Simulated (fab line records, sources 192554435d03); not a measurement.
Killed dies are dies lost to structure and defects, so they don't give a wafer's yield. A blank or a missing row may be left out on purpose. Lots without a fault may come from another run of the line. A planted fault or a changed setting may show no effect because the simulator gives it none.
Chamber matching | flow n5_finfet | N5_BEOL_M10_STRIP_36 on rie_diel-04: 4 sister chambers
The step strips in N2/H2. 8 wafers are shown with their chamber, then 8 later ones without.

WAFERS WITH THEIR CHAMBER
wafer  | chamber | drypump_motor_current_A (A) | throttle_valve_pct (%)
L586.3 | 3       | 5.5                         | 23.76
L588.6 | 1       | 5.5                         | 23.97
L591.2 | 0       | 6.2                         | 23.07
L591.6 | 2       | 5.2                         | 23.45
L592.1 | 0       | 6.2                         | 23.05
L592.2 | 1       | 5.5                         | 23.98
L592.4 | 3       | 5.5                         | 23.82
L593.1 | 2       | 5.1                         | 23.42

WAFERS WITHOUT THEIR CHAMBER
wafer  | drypump_motor_current_A (A) | throttle_valve_pct (%)
L593.2 | 6.2                         | 23.04
L593.3 | 5.5                         | 23.75
L594.2 | 6.2                         | 23.05
L594.3 | 5.5                         | 23.76
L594.4 | 6.3                         | 23.08
L598.3 | 5.2                         | 23.42
L598.5 | 5.5                         | 23.94
L598.6 | 6.2                         | 23.05

WHICH CHAMBER EACH WENT THROUGH
wafer  | from the rows above | in truth
L593.2 | 0                   | 0
L593.3 | 3                   | 3
L594.2 | 0                   | 0
L594.3 | 3                   | 3
L594.4 | 0                   | 0
L598.3 | 2                   | 2
L598.5 | 1                   | 1
L598.6 | 0                   | 0
Placed correctly: 8 of 8. Can't be placed from these rows: 0. Placed wrongly: 0.
How it was worked out, from the rows above alone: a wafer's distance from a chamber is the root of the sum, over the readings, of the square of ((its reading less the chamber's mean) divided by the reading's scatter). The wafer belongs to the nearest chamber; if the next one is less than 2 further off, it can't be placed. A chamber's mean is the mean of its shown wafers. The scatter: the root of (the sum of the squares of (reading less its chamber's mean) over the shown wafers, divided by (wafers less chambers)).
